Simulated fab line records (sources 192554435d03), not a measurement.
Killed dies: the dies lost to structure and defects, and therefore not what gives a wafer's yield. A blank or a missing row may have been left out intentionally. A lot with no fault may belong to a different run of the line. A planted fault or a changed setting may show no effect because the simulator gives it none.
A single fault, viewed from 2 desks + flow n5 finfet + every desk sees just its own numbers, and what lay behind them comes last

## AT THE METROLOGY DESK
What the gauges read, lot by lot, whatever tool the lot ran on: means of the sampled wafers that have a number. Any lot whose mean is over 4 standard deviations away from the usual mean is out of limits and marked OUT; that distance is given in the brackets. 7 of its 15 readings are shown: the first one out of limits and those lying furthest out on some lot.
Columns: A = HK_THK at N5_HKMG_FIN_THK_MEAS_70, usual 1.610 nm; B = DIBL_N at N5_BEOL_M4_RC_MEAS_101, usual 36.3 mV/V; C = EOT_N at N5_BEOL_M4_RC_MEAS_101, usual 10.48; D = EOT_P at N5_BEOL_M4_RC_MEAS_101, usual 10.43; E = IGATE_N at N5_BEOL_M4_RC_MEAS_101, usual 0.0139 nA/um; F = IGATE_P at N5_BEOL_M4_RC_MEAS_101, usual 0.0042 nA/um; G = VT_P at N5_BEOL_M4_RC_MEAS_101, usual -248.9 mV
| lot  | first seen here | A               | B    | C               | D               | E                        | F                        | G      |
|------|-----------------|-----------------|------|-----------------|-----------------|--------------------------|--------------------------|--------|
| L262 | day 4 17:11     | 1.622           | 37.2 | 10.51           | 10.37           | 0.0160                   | 0.0047                   | -244.0 |
| L266 | day 5 18:59     | 1.627           | 35.0 | 10.55           | 10.47           | 0.0122                   | 0.0037                   | -249.4 |
| L267 | day 5 21:02     | 1.581           | 36.0 | 10.57           | 10.45           | 0.0123                   | 0.0038                   | -247.7 |
| L268 | day 6 04:08     | 1.591           | 37.0 | 10.45           | 10.44           | 0.0129                   | 0.0039                   | -248.2 |
| L270 | day 6 14:41     | 1.598           | 34.6 | 10.47           | 10.42           | 0.0131                   | 0.0040                   | -248.6 |
| L272 | day 7 03:37     | 1.596           | 36.7 | 10.61           | 10.52           | 0.0128                   | 0.0038                   | -250.0 |
| L278 | day 8 16:33     | 1.287 (-13) OUT | 33.3 | 9.79 (-7.0) OUT | 9.81 (-6.3) OUT | 0.2929 (+99 or more) OUT | 0.0877 (+99 or more) OUT | -250.2 |
| L281 | day 9 10:23     | 1.623           | 35.8 | 10.48           | 10.34           | 0.0146                   | 0.0043                   | -249.2 |
Finding of this desk: L278 out of limits, first seen on L278 at day 8 16:33 (HK_THK at N5_HKMG_FIN_THK_MEAS_70). L262, L266, L267, L268, L270, L272, L281: within limits.

## TOOL OWNER'S DESK, ald hk-02
The tool's own readings at N5_HKMG_FIN_HK_ALD_01 (deposits HfO2, target thk 1.6 nm, pulse time 3 s, purge time 3 s): means of the sampled wafers that have a number, for each lot that ran on this tool. Any lot whose mean is over 4 standard deviations away from the usual mean is out of limits and marked OUT; that distance is given in the brackets.
Columns: A = precursor pulse height rel at N5_HKMG_FIN_HK_ALD_01, usual 1.001
| lot  | first seen here | A     |
|------|-----------------|-------|
| L262 | day 4 13:16     | 1.010 |
| L266 | day 5 15:10     | 1.003 |
| L278 | day 8 12:41     | 1.014 |
Finding of this desk: none of the 3 lots has anything out of limits.

## PUT TOGETHER
An alarm was possible from the metrology desk at day 8 16:33, on L278.
The desk of the tool owner found nothing out of limits.
The tool owner's desk has L278 on record, within its limits.
The lots listed all ran N5_HKMG_FIN_HK_ALD_01 on ald hk-02.

## WHAT THE SIMULATOR PUT IN
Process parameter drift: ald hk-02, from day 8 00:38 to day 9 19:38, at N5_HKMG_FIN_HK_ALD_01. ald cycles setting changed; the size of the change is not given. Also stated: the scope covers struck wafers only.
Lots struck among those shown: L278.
Hours from the fault's start to each desk's first reading out of limits: the metrology desk, 16.
